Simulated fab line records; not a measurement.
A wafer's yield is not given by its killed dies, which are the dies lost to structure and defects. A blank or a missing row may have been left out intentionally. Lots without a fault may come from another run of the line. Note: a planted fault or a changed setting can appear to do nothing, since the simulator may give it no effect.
Which of the tools did it? -- flow n5_finfet -- 66 wafers from 22 lots sampled at 5 of the route's 1938 steps

WHAT EACH GAUGE READ, for each wafer
N5_BEOL_M8_THK_MEAS_01. Usual: M8_ILD_THK gives 154.6 nm (standard deviation 1.9).
lot,measured,on,M8_ILD_THK (nm),flag
L074,day 9 01:30,film_metro-01,151.6 152.6 153.6,
L075,day 9 11:05,film_metro-02,154.8 155.4 156.6,
L076,day 9 21:44,film_metro-01,154.6 156.8 156.1,
L077,day 10 08:13,film_metro-02,156.6 158.0 154.5,
L079,day 10 20:07,film_metro-01,151.7 155.9 155.5,
L080,day 10 23:23,film_metro-02,155.3 155.7 156.7,
L078,day 11 00:08,film_metro-01,153.8 154.7 154.8,
L081,day 11 03:46,film_metro-02,153.3 159.2 156.8,
L085,day 11 23:23,film_metro-02,154.7 155.2 154.9,
L083,day 12 05:56,film_metro-01,153.2 153.5 154.2,
L084,day 12 05:55,film_metro-02,152.7 151.1 153.7,
L087,day 12 11:09,film_metro-01,153.3 154.8 155.9,
L086,day 12 14:04,film_metro-02,154.5 155.1 155.1,
L090,day 13 05:22,film_metro-02,153.9 155.9 158.6,
L088,day 13 06:38,film_metro-02,154.8 156.6 156.0,
L091,day 13 12:36,film_metro-01,154.3 155.7 155.3,
L089,day 13 22:52,film_metro-01,151.9 154.0 156.4,
L092,day 14 01:39,film_metro-02,153.0 155.2 156.4,
L093,day 14 05:32,film_metro-02,152.2 152.1 155.5,
L094,day 14 12:57,film_metro-01,152.9 157.0 155.2,
L095,day 14 22:23,film_metro-01,155.8 155.7 156.5,
L097,day 15 10:52,film_metro-02,152.9 151.4 153.4,

N5_BEOL_M8_CD_MEAS_28: the cd target is 40 nm. Usual: cd_nm 39.94 nm, standard deviation 0.21.
lot,measured,on,cd_nm (nm),flag
L074,day 9 04:58,cd_sem-01,39.78 40.01 39.96,
L075,day 9 14:04,cd_sem-02,39.62 39.49 39.48,
L076,day 10 04:13,cd_sem-01,39.86 40.21 39.91,
L077,day 10 14:54,cd_sem-01,40.17 40.10 39.85,
L079,day 10 23:28,cd_sem-03,39.70 39.78 39.76,
L080,day 11 03:10,cd_sem-03,39.75 40.07 39.79,
L078,day 11 03:13,cd_sem-01,39.69 40.10 39.84,
L081,day 11 06:35,cd_sem-03,40.22 39.91 39.77,
L085,day 12 03:07,cd_sem-03,40.15 39.93 39.91,
L083,day 12 10:47,cd_sem-03,40.24 39.45 39.88,
L084,day 12 10:26,cd_sem-01,40.28 39.65 39.70,
L087,day 12 14:19,cd_sem-01,39.97 40.12 39.76,
L086,day 12 17:21,cd_sem-01,39.95 39.96 40.06,
L090,day 13 08:31,cd_sem-02,40.07 39.86 40.05,
L088,day 13 14:28,cd_sem-03,39.83 40.08 39.85,
L091,day 13 16:29,cd_sem-03,39.91 40.08 39.62,
L089,day 14 01:46,cd_sem-03,39.61 39.87 39.65,
L092,day 14 07:33,cd_sem-01,39.49 40.30 39.81,
L093,day 14 10:23,cd_sem-03,40.35 39.99 39.75,
L094,day 14 16:04,cd_sem-03,39.98 40.01 39.82,
L095,day 15 04:05,cd_sem-03,40.41 39.83 39.93,
L097,day 15 16:01,cd_sem-01,40.26 40.00 40.03,

WHICH TOOL RAN EACH LOT (tool, then ch and the chambers of the sampled wafers, then the start)
lot,N5_BEOL_M7_ETCH_72,N5_BEOL_M7_VIA_ETCH_34,N5_BEOL_M7_DEGAS_44
L074,"rie_diel-06 ch 1,3, day 8 21:31","rie_diel-06 ch 1,3, day 8 21:40","pvd_sputter-02, day 8 22:53"
L075,"rie_diel-03 ch 0,2,3, day 9 07:35","rie_diel-03 ch 0,2,3, day 9 07:44","pvd_sputter-02, day 9 08:35"
L076,"rie_diel-06 ch 1,2, day 9 18:22","rie_diel-06 ch 1,2, day 9 18:31","pvd_sputter-03, day 9 19:17"
L077,"rie_diel-06 ch 0,1,3, day 10 04:25","rie_diel-06 ch 0,1,3, day 10 04:34","pvd_sputter-01, day 10 05:22"
L079,"rie_diel-04 ch 0,3, day 10 16:52","rie_diel-04 ch 0,3, day 10 17:01","pvd_sputter-03, day 10 17:47"
L080,"rie_diel-04 ch 0,1,2, day 10 19:14","rie_diel-04 ch 0,1,2, day 10 19:23","pvd_sputter-03, day 10 21:02"
L078,"rie_diel-04 ch 1,2,3, day 10 19:38","rie_diel-04 ch 1,2,3, day 10 19:47","pvd_sputter-01, day 10 21:05"
L081,"rie_diel-03 ch 0,3, day 10 23:45","rie_diel-03 ch 0,3, day 10 23:54","pvd_sputter-01, day 11 01:02"
L085,"rie_diel-04 ch 1,2,3, day 11 18:12","rie_diel-04 ch 1,2,3, day 11 18:21","pvd_sputter-02, day 11 19:14"
L083,"rie_diel-03 ch 0,1,2, day 12 01:08","rie_diel-03 ch 0,1,2, day 12 01:16","pvd_sputter-03, day 12 03:00"
L084,"rie_diel-06 ch 2,3, day 12 01:36","rie_diel-06 ch 2,3, day 12 01:44","pvd_sputter-02, day 12 03:40"
L087,"rie_diel-06 ch 1,2,3, day 12 07:13","rie_diel-06 ch 1,2,3, day 12 07:21","pvd_sputter-03, day 12 08:40"
L086,"rie_diel-04 ch 1,2,3, day 12 09:28","rie_diel-04 ch 1,2,3, day 12 09:37","pvd_sputter-02, day 12 10:55"
L090,"rie_diel-04 ch 1,2, day 13 01:01","rie_diel-04 ch 1,2, day 13 01:10","pvd_sputter-02, day 13 02:02"
L088,"rie_diel-06 ch 0,3, day 13 01:22","rie_diel-06 ch 0,3, day 13 01:31","pvd_sputter-02, day 13 02:36"
L091,"rie_diel-03 ch 0,1, day 13 08:40","rie_diel-03 ch 0,1, day 13 08:49","pvd_sputter-03, day 13 09:37"
L089,"rie_diel-06 ch 2,3, day 13 18:05","rie_diel-06 ch 2,3, day 13 18:14","pvd_sputter-02, day 13 19:01"
L092,"rie_diel-06 ch 0,2,3, day 13 21:40","rie_diel-06 ch 0,2,3, day 13 21:49","pvd_sputter-03, day 13 22:57"
L093,"rie_diel-06 ch 0,2,3, day 14 02:06","rie_diel-06 ch 0,2,3, day 14 02:14","pvd_sputter-02, day 14 03:21"
L094,"rie_diel-04 ch 0,3, day 14 07:40","rie_diel-04 ch 0,3, day 14 07:53","pvd_sputter-01, day 14 09:26"
L095,"rie_diel-06 ch 0,3, day 14 16:26","rie_diel-06 ch 0,3, day 14 16:35","pvd_sputter-02, day 14 17:40"
L097,"rie_diel-06 ch 0,1,3, day 15 06:27","rie_diel-06 ch 0,1,3, day 15 06:36","pvd_sputter-01, day 15 08:11"
- N5_BEOL_M7_ETCH_72: etches underlayer in N2/H2, target depth 6.5 nm, time 5.2 s.
- N5_BEOL_M7_VIA_ETCH_34: etches SiCOH lowk in C4F6/O2, target depth 125.5 nm, time 50.5 s.
- N5_BEOL_M7_DEGAS_44: time 60 s.

AS READ BY THE TOOLS THEMSELVES (means over the sampled wafers that have a number; for cases with no such wafer, the mark the record gives instead)
N5_BEOL_M7_ETCH_72. Usual: bias_w 150.0 W, standard deviation 0.44; drypump_motor_current_A 5.8 A, standard deviation 0.33; etch_rf_on_time_s 5.17 s, standard deviation 0.058; n2_flow_sccm 200.0 sccm, standard deviation 0.6; oes_product_au 0.68 a.u., standard deviation 0.073; rf_vpp_V 524.0 V, standard deviation 2.1; showerhead_plenum_p_Torr 2.55 Torr, standard deviation 0.059; throttle_valve_pct 17.88 %, standard deviation 0.29.
lot,tool,bias_w (W),drypump_motor_current_A (A),etch_rf_on_time_s (s),n2_flow_sccm (sccm),oes_product_au (a.u.),rf_vpp_V (V),showerhead_plenum_p_Torr (Torr),throttle_valve_pct (%),flag
L074,rie_diel-06,149.7,5.8,5.17,199.8,0.72,524.7,2.57,17.75,
L075,rie_diel-03,150.0,6.1,5.20,200.6,0.73,524.7,2.53,17.54,
L076,rie_diel-06,150.0,5.7,5.16,200.4,0.64,521.7,2.52,18.27,
L077,rie_diel-06,150.0,5.8,5.24,199.2,0.65,524.6,2.57,17.92,
L079,rie_diel-04,150.0,5.7,5.14,200.3,0.71,523.6,2.53,17.87,
L080,rie_diel-04,150.1,5.8,5.18,200.0,0.68,522.6,2.52,18.00,
L078,rie_diel-04,150.0,5.6,5.16,200.5,0.64,523.8,2.54,17.95,
L081,rie_diel-03,150.5,5.9,5.20,200.1,0.70,523.5,2.52,17.46,
L085,rie_diel-04,150.2,5.6,5.20,199.7,0.63,524.5,2.53,17.97,
L083,rie_diel-03,150.2,6.0,5.21,200.2,0.70,523.9,2.52,17.78,
L084,rie_diel-06,150.2,5.6,5.07,200.4,0.72,524.6,2.58,17.67,
L087,rie_diel-06,150.0,5.6,5.18,200.3,0.66,525.6,2.55,18.01,
L086,rie_diel-04,149.6,5.6,5.23,200.5,0.63,524.0,2.53,17.97,
L090,rie_diel-04,149.9,5.6,5.18,200.2,0.63,522.7,2.50,18.03,
L088,rie_diel-06,149.9,5.8,5.12,200.1,0.74,525.2,2.59,17.50,
L091,rie_diel-03,149.8,6.0,5.19,199.9,0.65,524.6,2.58,18.02,
L089,rie_diel-06,149.9,5.4,5.21,199.4,0.68,524.0,2.57,17.91,
L092,rie_diel-06,150.1,5.6,5.15,199.9,0.72,524.7,2.58,17.72,
L093,rie_diel-06,149.4,5.6,5.11,200.0,0.73,524.5,2.58,17.72,
L094,rie_diel-04,150.1,6.0,5.14,200.1,0.71,522.3,2.51,17.96,
L095,rie_diel-06,150.2,5.8,5.15,200.1,0.73,524.5,2.59,17.53,
L097,rie_diel-06,150.0,5.8,5.11,199.5,0.76,523.5,2.55,17.70,

N5_BEOL_M7_VIA_ETCH_34. Usual: bias_w 185.0 W, standard deviation 0.59; drypump_motor_current_A 5.7 A, standard deviation 0.33; oes_product_au 0.80 a.u., standard deviation 0.086; rf_vpp_V 665 V, standard deviation 8.3; showerhead_plenum_p_Torr 2.85 Torr, standard deviation 0.063; throttle_valve_pct 20.88 %, standard deviation 0.29.
lot,tool,bias_w (W),drypump_motor_current_A (A),oes_product_au (a.u.),rf_vpp_V (V),showerhead_plenum_p_Torr (Torr),throttle_valve_pct (%),flag
L074,rie_diel-06,184.8,5.8,0.85,663,2.87,20.74,
L075,rie_diel-03,185.2,6.1,0.85,658,2.84,20.60,
L076,rie_diel-06,185.3,5.7,0.73,677,2.83,21.28,
L077,rie_diel-06,184.9,5.8,0.76,669,2.87,20.91,
L079,rie_diel-04,185.3,5.8,0.83,667,2.84,20.91,
L080,rie_diel-04,185.3,5.8,0.79,659,2.82,20.95,
L078,rie_diel-04,185.1,5.5,0.75,661,2.84,20.92,
L081,rie_diel-03,184.8,5.8,0.82,660,2.83,20.53,
L085,rie_diel-04,184.8,5.5,0.74,662,2.84,20.92,
L083,rie_diel-03,184.5,6.0,0.82,662,2.83,20.81,
L084,rie_diel-06,184.6,5.6,0.85,664,2.88,20.66,
L087,rie_diel-06,184.6,5.6,0.78,669,2.85,20.98,
L086,rie_diel-04,185.2,5.5,0.74,661,2.84,20.93,
L090,rie_diel-04,184.7,5.6,0.74,656,2.80,20.94,
L088,rie_diel-06,184.1,5.8,0.88,662,2.89,20.48,
L091,rie_diel-03,184.9,5.9,0.76,669,2.88,21.05,
L089,rie_diel-06,184.1,5.4,0.81,668,2.86,20.88,
L092,rie_diel-06,185.0,5.6,0.85,667,2.88,20.71,
L093,rie_diel-06,184.6,5.6,0.84,668,2.87,20.70,
L094,rie_diel-04,185.0,6.0,0.82,665,2.80,21.00,
L095,rie_diel-06,185.0,5.8,0.86,662,2.89,20.50,
L097,rie_diel-06,185.0,5.8,0.88,668,2.86,20.71,

N5_BEOL_M7_DEGAS_44. Usual: heater_power_w 337 W, standard deviation 38.
lot,tool,heater_power_w (W),flag
L074,pvd_sputter-02,321,
L075,pvd_sputter-02,321,
L076,pvd_sputter-03,335,
L077,pvd_sputter-01,354,
L079,pvd_sputter-03,372,
L080,pvd_sputter-03,363,
L078,pvd_sputter-01,363,
L081,pvd_sputter-01,359,
L085,pvd_sputter-02,336,
L083,pvd_sputter-03,363,
L084,pvd_sputter-02,300,
L087,pvd_sputter-03,338,
L086,pvd_sputter-02,369,
L090,pvd_sputter-02,359,
L088,pvd_sputter-02,349,
L091,pvd_sputter-03,364,
L089,pvd_sputter-02,355,
L092,pvd_sputter-03,370,
L093,pvd_sputter-02,343,
L094,pvd_sputter-01,335,
L095,pvd_sputter-02,327,
L097,pvd_sputter-01,312,

THE ANSWER, worked out from the rows above alone
Rule: take the mean of a lot's wafers that have a number; if it is more than 3 standard deviations from the usual mean, the lot is off. Also off: a lot with no number at a reading for which 4 or more lots have one. The other lots that the step has rows for count as sound. The gauges are gone through in route order, then the tools' own readings, and for those a lot's mean is taken as printed above. The first step at which some lot is off is used, and at that step the reading that is off furthest; a lot without a number counts as furthest.
No lot is off at any reading shown: from this, nothing can be told.

WHAT HAD BEEN PUT IN BY THE SIMULATOR
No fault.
